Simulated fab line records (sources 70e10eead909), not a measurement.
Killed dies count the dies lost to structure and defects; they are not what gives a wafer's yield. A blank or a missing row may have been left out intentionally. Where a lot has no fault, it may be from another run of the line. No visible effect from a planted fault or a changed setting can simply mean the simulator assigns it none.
Chamber matching / flow nand_harc / NHARC_P_ZERO_WELL_DESCUM_54 on rie_diel-07 has 4 sister chambers
The step chemistry O2, time 3 s. 14 wafers are shown with their chamber, then 7 later ones without.

## EACH WAFER AND ITS CHAMBER
wafer=L562.1; chamber=3; showerhead_plenum_p_Torr (Torr)=1.78; drypump_motor_current_A (A)=5.4; rf_vpp_V (V)=56.1
wafer=L562.2; chamber=0; showerhead_plenum_p_Torr (Torr)=2.01; drypump_motor_current_A (A)=5.2; rf_vpp_V (V)=57.5
wafer=L562.5; chamber=2; showerhead_plenum_p_Torr (Torr)=1.87; drypump_motor_current_A (A)=5.1; rf_vpp_V (V)=58.4
wafer=L564.1; chamber=0; showerhead_plenum_p_Torr (Torr)=2.01; drypump_motor_current_A (A)=5.2; rf_vpp_V (V)=58.9
wafer=L564.4; chamber=2; showerhead_plenum_p_Torr (Torr)=1.87; drypump_motor_current_A (A)=5.1; rf_vpp_V (V)=57.1
wafer=L564.5; chamber=3; showerhead_plenum_p_Torr (Torr)=1.78; drypump_motor_current_A (A)=5.4; rf_vpp_V (V)=56.6
wafer=L567.3; chamber=1; showerhead_plenum_p_Torr (Torr)=1.76; drypump_motor_current_A (A)=5.8; rf_vpp_V (V)=58.5
wafer=L567.4; chamber=1; showerhead_plenum_p_Torr (Torr)=1.76; drypump_motor_current_A (A)=5.9; rf_vpp_V (V)=56.8
wafer=L567.6; chamber=2; showerhead_plenum_p_Torr (Torr)=1.87; drypump_motor_current_A (A)=5.2; rf_vpp_V (V)=58.3
wafer=L568.1; chamber=2; showerhead_plenum_p_Torr (Torr)=1.87; drypump_motor_current_A (A)=5.1; rf_vpp_V (V)=57.2
wafer=L568.4; chamber=1; showerhead_plenum_p_Torr (Torr)=1.76; drypump_motor_current_A (A)=5.9; rf_vpp_V (V)=56.9
wafer=L568.5; chamber=0; showerhead_plenum_p_Torr (Torr)=2.00; drypump_motor_current_A (A)=5.2; rf_vpp_V (V)=58.5
wafer=L570.1; chamber=3; showerhead_plenum_p_Torr (Torr)=1.77; drypump_motor_current_A (A)=5.4; rf_vpp_V (V)=56.1
wafer=L570.3; chamber=1; showerhead_plenum_p_Torr (Torr)=1.76; drypump_motor_current_A (A)=5.9; rf_vpp_V (V)=56.9

SIGNATURES, as means of the wafers listed above
reading=showerhead_plenum_p_Torr; chamber 0=2.0067; chamber 1=1.7600; chamber 2=1.8700; chamber 3=1.7767; scatter within a chamber=0.00365
reading=drypump_motor_current_A; chamber 0=5.200; chamber 1=5.875; chamber 2=5.125; chamber 3=5.400; scatter within a chamber=0.0387
reading=rf_vpp_V; chamber 0=58.300; chamber 1=57.275; chamber 2=57.750; chamber 3=56.267; scatter within a chamber=0.683
Rule: for a wafer and a chamber, the distance is found by dividing, reading by reading, the gap between the wafer's reading and the chamber's mean by the reading's scatter, squaring, summing and taking the root. The wafer belongs to the nearest chamber; if the next one is less than 2 further off, it can't be placed. The scatter is the square root of a quotient: the sum, over the shown wafers, of each reading's squared deviation from its chamber's mean, divided by wafers minus chambers.

## WAFERS WITHOUT THEIR CHAMBER
wafer=L570.6; showerhead_plenum_p_Torr (Torr)=1.76; drypump_motor_current_A (A)=5.9; rf_vpp_V (V)=57.7
wafer=L572.2; showerhead_plenum_p_Torr (Torr)=2.00; drypump_motor_current_A (A)=5.2; rf_vpp_V (V)=57.6
wafer=L572.3; showerhead_plenum_p_Torr (Torr)=2.07; drypump_motor_current_A (A)=5.4; rf_vpp_V (V)=59.0
wafer=L572.6; showerhead_plenum_p_Torr (Torr)=2.07; drypump_motor_current_A (A)=5.4; rf_vpp_V (V)=58.1
wafer=L574.3; showerhead_plenum_p_Torr (Torr)=2.07; drypump_motor_current_A (A)=5.4; rf_vpp_V (V)=58.1
wafer=L574.4; showerhead_plenum_p_Torr (Torr)=2.07; drypump_motor_current_A (A)=5.4; rf_vpp_V (V)=59.3
wafer=L574.6; showerhead_plenum_p_Torr (Torr)=1.86; drypump_motor_current_A (A)=5.2; rf_vpp_V (V)=56.4

## EACH ONE'S CHAMBER
wafer=L570.6; from the rows above=1; in truth=1
wafer=L572.2; from the rows above=0; in truth=0
wafer=L572.3; from the rows above=0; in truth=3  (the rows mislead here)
wafer=L572.6; from the rows above=0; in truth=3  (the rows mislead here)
wafer=L574.3; from the rows above=0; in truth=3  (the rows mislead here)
wafer=L574.4; from the rows above=0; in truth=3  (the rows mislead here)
wafer=L574.6; from the rows above=2; in truth=2
Placed correctly: 3 of 7. Can't be placed from these rows: 0. Placed wrongly: 4.
